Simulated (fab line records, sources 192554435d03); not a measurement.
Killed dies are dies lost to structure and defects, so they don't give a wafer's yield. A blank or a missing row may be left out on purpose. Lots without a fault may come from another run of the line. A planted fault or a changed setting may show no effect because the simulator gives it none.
Split-lot experiment | flow n5_finfet | 7 lots, 21 wafers read, on a route of 1938 steps

THE SPLIT
At N5_BEOL_M0_SAQP_EXPOSE_37 (exposes mask M0 CUT1, target cd 30 nm), the setting dose_mj was moved away from the recipe's 44.75 on 8 of the 21 wafers read, by -4.8% to +5.7%. The other wafers ran this setting at the recipe's value.

FROM THE SPLIT TO THE READING: what the file shows between them, 9 steps
- N5_BEOL_M0_SAQP_PEB_38: peb time 60 s
- N5_BEOL_M0_SAQP_DEVELOP_39: develop time 30 s
- N5_BEOL_M0_SAQP_DESCUM_45: chemistry O2, time 7 s
- N5_BEOL_M0_SAQP_ETCH_88: etches underlayer in N2/H2, target depth 6.5 nm, time 5.2 s
- N5_BEOL_M0_SAQP_ETCH_73: etches SiARC in CF4, target depth 19.5 nm, time 32.5 s
- N5_BEOL_M0_SAQP_CUT_ETCH_46: etches SOC in N2/H2, target depth 135 nm, overetch 27 nm, time 202.5 s
- N5_BEOL_M0_SAQP_STRIP_74: strips in N2/H2
- N5_BEOL_M0_SAQP_STRIP_89: strips in N2/H2
- N5_BEOL_M0_SAQP_ALD_48: deposits SiO2, target thk 20 nm, pulse time 1 s, co reactant pulse time 1 s

THE READING
BEOL_M0_SAQP.cd_nm (the simulator's own value, which no gauge read), in nm, at N5_BEOL_M0_SAQP_ETCH_49 (etches SiO2 in CF4/O2, target depth 37 nm). The file gives no usual value for it. The 13 wafers here that ran the recipe average 30.0 nm, standard deviation 0.25 nm.

wafer  | tool, chamber at the split | dose_mj as run | against the recipe | BEOL_M0_SAQP.cd_nm, nm | against lot-mates on the recipe
L078.1 | euv_scanner-02, 0          | 42.62          | -4.8%              | 29.4                   | -1.0
L078.4 | euv_scanner-02, 0          | 44.75          | recipe             | 30.2                   | -
L078.5 | euv_scanner-02, 0          | 44.75          | recipe             | 30.6                   | -
L081.4 | euv_scanner-01, 0          | 47.29          | +5.7%              | 31.2                   | +1.0
L081.6 | euv_scanner-01, 0          | 47.29          | +5.7%              | 31.2                   | +1.0
L081.5 | euv_scanner-01, 0          | 44.75          | recipe             | 30.2                   | -
L082.1 | euv_scanner-02, 0          | 44.75          | recipe             | 30                     | -
L082.2 | euv_scanner-02, 0          | 44.75          | recipe             | 30                     | -
L082.6 | euv_scanner-02, 0          | 44.75          | recipe             | 29.8                   | -
L085.2 | euv_scanner-01, 0          | 44.75          | recipe             | 30                     | -
L085.6 | euv_scanner-01, 0          | 44.75          | recipe             | 30                     | -
L085.5 | euv_scanner-01, 0          | 44.75          | recipe             | 29.8                   | -
L090.1 | euv_scanner-02, 0          | 44.75          | recipe             | 29.6                   | -
L090.3 | euv_scanner-02, 0          | 47.16          | +5.4%              | 31.2                   | +1.6
L090.5 | euv_scanner-02, 0          | 47.16          | +5.4%              | 31.4                   | +1.8
L091.3 | euv_scanner-02, 0          | 44.75          | recipe             | 30                     | -
L091.4 | euv_scanner-02, 0          | 44.75          | recipe             | 29.6                   | -
L091.6 | euv_scanner-02, 0          | 46.27          | +3.4%              | 30.2                   | +0.4
L094.1 | euv_scanner-02, 0          | 45.94          | +2.7%              | 30.4                   | +0.4
L094.4 | euv_scanner-02, 0          | 45.94          | +2.7%              | 30.4                   | +0.4
L094.2 | euv_scanner-02, 0          | 44.75          | recipe             | 30                     | -

THE FIT
A straight line over all 21 wafers: BEOL_M0_SAQP.cd_nm changes by +0.194 nm for each +1% of dose_mj; r = +0.89; the points scatter about the line by 0.27 nm.
The same after taking each lot's own level away (the mean of its wafers on the recipe; 21 wafers): +0.224 nm for each +1%; r = +0.93; scatter 0.24 nm.
On that fit, the largest move of dose_mj shifts the reading by 1.3 nm.
The lots' own levels span 29.60 to 30.40 nm, that is 3.2 times the standard deviation above.
So the lot-to-lot level changes the slope: the two fits differ.
Check: with one of the wafers moved furthest among these (+5.7%) left out of the fit, the line predicts +1.32 nm for it against its lot-mates. It came out at +1 nm against them.

THE WHOLE CHAIN: every reading that the file lists as answering this split, in the file's order
step                      | what it does                                                | reading                                                             | change (the file's fit)               | r (the file's)
N5_BEOL_M0_SAQP_DESCUM_45 | chemistry O2, time 7 s                                      | BEOL_M0_SAQP.cd_nm (the simulator's own value, which no gauge read) | +0.203 nm for each +1% of the setting | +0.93
N5_BEOL_M0_SAQP_ETCH_88   | etches underlayer in N2/H2, target depth 6.5 nm, time 5.2 s | BEOL_M0_SAQP.cd_nm (the simulator's own value, which no gauge read) | +0.182 nm for each +1% of the setting | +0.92
N5_BEOL_M0_SAQP_ETCH_73   | etches SiARC in CF4, target depth 19.5 nm, time 32.5 s      | BEOL_M0_SAQP.cd_nm (the simulator's own value, which no gauge read) | +0.19 nm for each +1% of the setting  | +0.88
N5_BEOL_M0_SAQP_ETCH_49   | etches SiO2 in CF4/O2, target depth 37 nm                   | BEOL_M0_SAQP.cd_nm (the simulator's own value, which no gauge read) | +0.215 nm for each +1% of the setting | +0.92

THE FILE'S OWN FIT
BEOL_M0_SAQP.cd_nm changes by +0.215 nm for each +1% of dose_mj, r = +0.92.
